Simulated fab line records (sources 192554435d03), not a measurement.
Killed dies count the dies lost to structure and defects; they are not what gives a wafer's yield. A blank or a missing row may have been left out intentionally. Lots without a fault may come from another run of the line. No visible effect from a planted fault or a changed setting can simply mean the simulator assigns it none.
fab line records	flow n5Finfet
record: lots: 10	wafers: 30	lastDay: 18
route steps=1938 shown BEOL_M4@1097 PASSIVATION@1936
lots that met no fault: taken from a fault-free run of the same line
startH: hours from the record's first day to the start of the lot's first wafer shown	waitH: time in hours since the lot's previous step	" as in the row above	L1.1+2: a single row standing in for several wafers	- either no value or no given start	* or withheld: withheld	< > ~ a bound
route shown NAME@n: a module of which the file shows steps, and the number in the route of the first	usual: mean/standard deviation of fault-free wafers	same: alike in all rows	chamber/n: place in a boat	sites: each site's reading	_std_site: standard deviation of those values	_edge_site: the outer-site mean with the inner-site mean subtracted	radiusMm: for every site, how far away it sits from the centre of the wafer	mask NAME#n: copy n	behind: the most recent tool/chamber to have shaped the wafer	hold: cause of the lot's hold/its duration in hours/its outcome	device: names the non-switching transistor (n, p or np)	end of line: the tests these same wafers got at the end of their route	a step without rows: its recipe alone	killed: dies lost to structure and defects at the first sort, not the wafer's yield	map: the dies of a wafer, with x for killed, . for not killed, _ for no die there
set.NAME: the setting the step ran with; set.NAME@STEP: the setting that earlier step ran with	model.NAME: the simulator's own value behind a step, which no gauge read
route steps across a sampled set of lots; one table per step, one row per wafer
services: when a tool's chamber went out of use (startH, in hours from the record's first day, below 0 if earlier), for how many hours, and the reason
== steps ==
step: N5_BEOL_M4_ANNEAL_93
recipe: tempC: 400	timeS: 240	ambient: vacuum
usual: heaterPowerW: 859/88	susceptorTempC: 399.98/0.24
same: timeS: 240
lot.wafer	tool	chamber	startH	waitH	heaterPowerW	susceptorTempC
L359.2	pvdSputter-01	-	165.60	0.0	740	399.81
L359.4	"	-	"	"	719	400.00
L359.5	"	-	"	"	743	399.98
L360.1	pvdSputter-03	-	171.72	0.0	986	399.95
L360.3	"	-	"	"	793	400.28
L360.4	"	-	"	"	811	400.12
L361.1	pvdSputter-01	-	173.71	0.0	916	399.75
L361.4	"	-	"	"	730	399.69
L361.6	"	-	"	"	731	400.00
L366.1	pvdSputter-02	-	217.36	0.0	756	399.71
L366.2	"	-	"	"	909	399.52
L366.6	"	-	"	"	841	400.23
L367.1	pvdSputter-03	-	231.91	0.0	988	400.28
L367.2	"	-	"	"	1006	400.27
L367.4	"	-	"	"	798	399.84
L372.1	pvdSputter-01	-	243.32	0.0	726	400.16
L372.2	"	-	"	"	912	400.00
L372.5	"	-	"	"	937	399.98
L371.2	pvdSputter-02	-	246.25	0.0	837	399.79
L371.4	"	-	"	"	772	400.09
L371.6	"	-	"	"	776	399.75
L373.1	pvdSputter-03	-	249.44	0.0	976	399.78
L373.5	"	-	"	"	844	400.25
L373.6	"	-	"	"	1038	400.63
L380.1	pvdSputter-02	-	301.89	0.0	782	399.71
L380.2	"	-	"	"	838	400.26
L380.3	"	-	"	"	790	400.04
L381.1	pvdSputter-02	-	303.73	0.0	826	399.71
L381.4	"	-	"	"	784	400.08
L381.5	"	-	"	"	849	399.80
step: N5_BEOL_M4_ANNEAL_95
recipe: tempC: 400	timeS: 240	ambient: vacuum
usual: heaterPowerW: 861/89	susceptorTempC: 400.00/0.22	timeS: 240/0
lot.wafer	tool	chamber	startH	waitH	heaterPowerW	susceptorTempC	timeS
L359.2	pvdSputter-01	-	165.82	0.0	736	399.69	240
L359.4	"	-	"	"	749	400.16	240
L359.5	"	-	"	"	731	399.96	240
L360.1	pvdSputter-03	-	171.94	0.0	961	399.88	240
L360.3	"	-	"	"	823	400.04	240
L360.4	"	-	"	"	830	399.89	240
L361.1	pvdSputter-01	-	173.93	0.0	923	399.91	240
L361.4	"	-	"	"	755	400.53	240
L361.6	"	-	"	"	728	400.10	240
L366.1	pvdSputter-02	-	217.58	0.0	780	400.11	240
L366.2	"	-	"	"	932	399.59	240
L366.6	"	-	"	"	848	399.78	240
L367.1	pvdSputter-03	-	232.13	0.0	956	400.32	240
L367.2	"	-	"	"	999	400.14	240
L367.4	"	-	"	"	818	399.82	240
L372.1	pvdSputter-01	-	243.54	0.0	-	-	-
L372.2	"	-	"	"	-	-	-
L372.5	"	-	"	"	-	-	-
L371.2	pvdSputter-02	-	246.47	0.0	-	-	-
L371.4	"	-	"	"	-	-	-
L371.6	"	-	"	"	-	-	-
L373.1	pvdSputter-03	-	249.66	0.0	980	399.69	240
L373.5	"	-	"	"	886	399.86	240
L373.6	"	-	"	"	1012	399.98	240
L380.1	pvdSputter-02	-	302.11	0.0	811	400.13	240
L380.2	"	-	"	"	847	399.78	240
L380.3	"	-	"	"	769	399.88	240
L381.1	pvdSputter-02	-	303.95	0.0	824	400.12	240
L381.4	"	-	"	"	776	400.12	240
L381.5	"	-	"	"	855	399.71	240
step: N5_BEOL_M4_CO_CAP_55
recipe: material: Co	targetThkA: 20	tempC: 200	precursor: CCTBA/H2	pressureTorr: 30	timeS: 102.1
usual: chamberPressureTorr: 30.00/0.067	heaterPowerW: 251/43	susceptorTempC: 200.04/0.16
same: timeS: 102.1
lot.wafer	tool	chamber	startH	waitH	chamberPressureTorr	heaterPowerW	susceptorTempC
L359.2	cvdCo-01	2	166.83	0.0	29.98	199	199.93
L359.4	"	2	"	"	29.97	196	200.10
L359.5	"	0	"	"	29.97	289	199.91
L360.1	cvdCo-02	0	173.21	0.0	30.11	289	200.24
L360.3	"	1	"	"	30.08	198	200.16
L360.4	"	0	"	"	30.10	281	200.12
L361.1	cvdCo-02	0	174.96	0.0	30.11	295	200.16
L361.4	"	1	"	"	29.99	197	200.03
L361.6	"	1	"	"	29.99	197	200.08
L366.1	cvdCo-02	2	218.59	0.0	30.00	233	200.09
L366.2	"	1	"	"	30.07	189	200.33
L366.6	"	1	"	"	30.05	199	200.30
L367.1	cvdCo-01	1	233.24	0.0	29.99	281	200.26
L367.2	"	0	"	"	30.00	301	200.28
L367.4	"	2	"	"	29.98	197	199.78
L372.1	cvdCo-02	1	244.67	0.0	30.05	195	200.07
L372.2	"	0	"	"	30.03	301	199.90
L372.5	"	0	"	"	30.01	301	199.79
L371.2	cvdCo-01	0	247.58	0.0	29.97	296	200.15
L371.4	"	0	"	"	29.98	297	200.11
L371.6	"	2	"	"	29.98	196	200.08
L373.1	cvdCo-02	0	250.67	0.0	29.96	290	199.97
L373.5	"	0	"	"	30.04	289	200.21
L373.6	"	1	"	"	30.10	194	200.13
L380.1	cvdCo-02	1	303.39	0.0	30.13	193	200.13
L380.2	"	2	"	"	29.95	240	200.24
L380.3	"	0	"	"	30.01	299	200.02
L381.1	cvdCo-02	2	305.55	0.0	29.96	236	200.12
L381.4	"	2	"	"	29.98	241	200.12
L381.5	"	0	"	"	30.05	296	199.83
step: N5_BEOL_M4_DEP_57
recipe: material: SiCN	targetThkA: 80	tempC: withheld	precursor: 3MS/NH3	pressureTorr: 3	rfW: 202	timeS: 14
usual: chamberPressureTorr: 3.000/0.0066	showerheadPlenumPTorr: 3.671/0.014	throttleValvePct: 9.1/0.34
same: timeS: 14
lot.wafer	tool	chamber	startH	waitH	chamberPressureTorr	showerheadPlenumPTorr	throttleValvePct
L359.2	pecvd-02	0	166.94	0.0	3.000	3.691	8.8
L359.4	"	2	"	"	2.995	3.672	8.6
L359.5	"	0	"	"	3.006	3.692	8.8
L360.1	pecvd-01	2	173.36	0.0	3.007	3.689	9.2
L360.3	"	0	"	"	3.003	3.651	9.4
L360.4	"	2	"	"	3.001	3.686	8.9
L361.1	pecvd-02	2	175.11	0.0	3.006	3.670	8.7
L361.4	"	2	"	"	3.008	3.666	8.7
L361.6	"	0	"	"	2.997	3.696	8.8
L366.1	pecvd-01	1	218.71	0.0	2.999	3.665	9.3
L366.2	"	0	"	"	2.997	3.656	9.1
L366.6	"	1	"	"	3.012	3.676	9.2
L367.1	pecvd-03	2	233.36	0.0	2.998	3.654	9.3
L367.2	"	1	"	"	2.994	3.678	9.5
L367.4	"	1	"	"	2.997	3.693	9.4
L372.1	pecvd-01	0	244.79	0.0	2.998	3.657	9.3
L372.2	"	2	"	"	3.005	3.678	8.4
L372.5	"	2	"	"	3.004	3.684	8.6
L371.2	pecvd-01	1	247.69	0.0	3.008	3.677	9.2
L371.4	"	2	"	"	2.995	3.679	8.6
L371.6	"	1	"	"	3.000	3.673	9.3
L373.1	pecvd-01	2	250.79	0.0	3.005	3.682	8.2
L373.5	"	2	"	"	2.999	3.683	8.5
L373.6	"	1	"	"	3.005	3.668	9.4
L380.1	pecvd-02	1	303.50	0.0	3.000	3.674	9.5
L380.2	"	2	"	"	2.995	3.677	8.8
L380.3	"	0	"	"	2.994	3.694	8.9
L381.1	pecvd-02	0	305.66	0.0	3.005	3.687	8.8
L381.4	"	1	"	"	2.998	3.668	9.2
L381.5	"	0	"	"	3.011	3.702	8.7
step: N5_BEOL_M4_RC_MEAS_101
usual: DIBL_N: 36.2/1.7	DIBL_P: 36.2/2.2	IOFF_N: 0.16/0.035	IOFF_P: 0.21/0.042	ION_N: 673/13	ION_P: 462/7.9	SS_N: 71.4/0.59	SS_P: 73.2/0.7	VT_N: 250/3.6	VT_P: -251/3.5
lot.wafer	tool	chamber	startH	waitH	DIBL_N[mV/V]	DIBL_P[mV/V]	IOFF_N[nA/um]	IOFF_P[nA/um]	ION_N[uA/um]	ION_P[uA/um]	SS_N[mV/dec]	SS_P[mV/dec]	VT_N[mV]	VT_P[mV]
L359.2	prober-01	0	167.22	0.2	36.3	36.1	0.14	0.19	653	446	70.9	73.0	250	-252
L359.4	"	0	"	"	38.7	40.1	0.21	0.25	688	461	72.5	74.0	243	-247
L359.5	"	0	"	"	36.4	38.5	0.17	0.22	674	465	71.4	73.9	248	-251
L360.1	prober-01	0	173.48	0.0	33.7	35.2	0.14	0.21	667	469	70.5	72.9	252	-250
L360.3	"	0	"	"	35.4	37.1	0.16	0.23	674	473	71.1	73.2	250	-248
L360.4	"	0	"	"	35.9	37.6	0.18	0.23	682	473	71.9	74.0	248	-250
L361.1	prober-02	0	175.22	0.0	36.6	37.7	0.20	0.26	688	468	72.1	73.4	243	-246
L361.4	"	0	"	"	39.1	41.7	0.27	0.34	713	482	71.7	74.9	240	-244
L361.6	"	0	"	"	39.0	41.1	0.27	0.34	696	476	72.7	74.9	240	-243
L366.1	prober-01	0	218.85	0.0	35.0	34.7	0.13	0.21	654	466	71.3	72.4	254	-251
L366.2	"	0	"	"	37.7	37.1	0.17	0.25	668	464	71.3	73.0	250	-247
L366.6	"	0	"	"	35.9	35.6	0.14	0.24	655	464	70.4	72.9	252	-247
L367.1	prober-01	0	233.47	0.0	38.1	38.7	0.19	0.24	695	468	72.1	73.9	248	-246
L367.2	"	0	"	"	37.1	37.4	0.17	0.22	678	464	72.0	73.7	250	-250
L367.4	"	0	"	"	38.6	39.1	0.19	0.25	681	466	72.6	74.6	245	-246
L372.1	prober-01	0	244.91	0.0	37.7	39.0	0.17	0.26	668	463	71.2	73.8	251	-245
L372.2	"	0	"	"	34.2	34.5	0.12	0.19	659	464	71.6	72.0	252	-250
L372.5	"	0	"	"	35.3	36.8	0.14	0.22	666	460	71.3	73.0	250	-248
L371.2	prober-02	0	247.97	0.2	36.2	34.2	0.14	0.17	679	460	72.2	73.1	252	-255
L371.4	"	0	"	"	35.7	34.5	0.13	0.17	680	461	70.5	73.2	254	-256
L371.6	"	0	"	"	37.3	35.9	0.15	0.19	674	461	71.6	72.7	253	-251
L373.1	prober-02	0	250.91	0.0	36.0	36.3	0.17	0.21	684	466	71.8	73.6	251	-251
L373.5	"	0	"	"	33.5	33.6	0.12	0.18	668	463	70.9	72.8	255	-253
L373.6	"	0	"	"	37.8	38.1	0.20	0.26	684	464	71.9	74.1	247	-247
L380.1	prober-02	0	303.62	0.0	37.0	36.1	0.16	0.21	668	459	71.3	72.9	251	-250
L380.2	"	0	"	"	34.4	33.8	0.12	0.17	666	457	71.0	71.9	255	-253
L380.3	"	0	"	"	37.7	37.8	0.18	0.24	678	459	71.8	73.3	247	-249
L381.1	prober-01	0	305.78	0.0	34.9	36.8	0.15	0.17	665	450	70.6	73.9	252	-257
L381.4	"	0	"	"	35.1	35.5	0.14	0.16	672	451	71.4	73.2	252	-259
L381.5	"	0	"	"	34.1	35.1	0.13	0.16	666	454	71.0	73.1	255	-258
step: N5_PASSIVATION_PROBE_49
usual: defectLimitedYield: 91.4/1.4	killed_at_M0_to_M3: 31/10	killed_at_M4_up: 14/5.6	killedAtContacts: 13/6.3	killedAtFrontEnd: 39/10	killedAtOther: 4/3.1	killedDies: 101/16	killedOpen: 65/13	killedShort: 34/7.2	sort_bin_5_function: 5.1/0.88	sort_bin_6_memory: 3.2/0.66	sortNPass: 1079/16	sortYieldPct: 91.4/1.4
same: grossDies: 1180	killedAtBackSide: 0	sort_bin_4_leakage[%]: 0	sort_bin_8_speed[%]: 0
lot.wafer	tool	chamber	startH	waitH	defectLimitedYield[%]	killed_at_M0_to_M3	killed_at_M4_up	killedAtContacts	killedAtFrontEnd	killedAtOther	killedDies	killedOpen	killedShort	sort_bin_5_function[%]	sort_bin_6_memory[%]	sortNPass	sortYieldPct[%]
L372.1	prober-02	-	351.01	0.0	89.2	43	13	23	44	5	128	93	33	6.1	4.6	1052	89.2
L372.2	prober-02	-	351.06	0.1	91.8	22	16	21	34	4	97	60	37	4.0	3.6	1083	91.8
L372.5	prober-02	-	351.21	0.2	89.9	16	22	24	51	6	119	67	50	6.4	3.0	1061	89.9
killed by level:class
L372.1 MOL_CONTACT_COAG:geometricParticle:open=19 STI_FIN_REVEAL:geometricParticle:open=14 BEOL_M2:geometricParticle:open=10 BEOL_M1:geometricParticle:open=9 BEOL_M0_SAQP:geometricParticle:short=7 FIN_SAQP:geometricParticle:open=6 BEOL_M0_SAQP:geometricParticle:open=6 BEOL_M4:geometricParticle:open=5
L372.2 MOL_CONTACT_COAG:geometricParticle:open=14 BEOL_M5:geometricParticle:open=8 GATE_CUT:geometricParticle:short=7 MOL_CONTACT_COAG:geometricParticle:short=7 STI_FIN_REVEAL:geometricParticle:open=6 BEOL_M3:geometricParticle:open=6 STARTING-WAFER:geometricParticle:open=6 BEOL_M1:geometricParticle:open=4
L372.5 MOL_CONTACT_COAG:geometricParticle:open=17 FIN_SAQP:geometricParticle:short=11 GATE_CUT:geometricParticle:short=10 BEOL_M4:geometricParticle:open=10 STI_FIN_REVEAL:geometricParticle:open=7 MOL_CONTACT_COAG:geometricParticle:short=7 BEOL_M5:geometricParticle:open=5 STI_FIN_REVEAL:geometricParticle:short=4
== services ==
tool	chamber	startH	hours	kind
pecvd-03	0	156.29	5.5	scheduledDown
cvdCo-02	2	166.16	9.0	repair
pecvd-01	2	169.32	2.1	scheduledDown
pecvd-02	-	181.06	0.7	repair
pecvd-01	-	191.71	0.4	repair
pecvd-01	2	202.38	-	clean
pecvd-01	2	202.38	-	consumableReplace:showerhead
pecvd-01	2	202.38	29.0	scheduledDown
pecvd-01	2	202.38	29.0	ventCycle
pecvd-02	2	213.72	5.5	scheduledDown
cvdCo-02	2	235.07	3.4	repair
cvdCo-01	0	252.59	8.9	repair
pecvd-03	-	258.70	26.5	repair
cvdCo-02	1	258.73	4.7	repair
cvdCo-02	-	262.55	6.0	pm
pecvd-02	1	281.52	5.5	scheduledDown
pecvd-02	-	297.64	0.7	repair
== key ==
firstSign: step: N5_BEOL_M4_ANNEAL_95	reading: toolRecord	direction: missing
effect none on later readings
metAt N5_BEOL_M4_ANNEAL_95
struckLots L371,L372
notActingAt N5_BEOL_M4_ANNEAL_93,N5_BEOL_M4_CO_CAP_55,N5_BEOL_M4_DEP_57
onsetBetween 217.58 243.54
fault: kind: skippedStepWhole	tool: pvdSputter-01,pvdSputter-02	chamber: -	onsetH: 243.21	steps: N5_BEOL_M4_ANNEAL_95	scope: struckLotsOnly
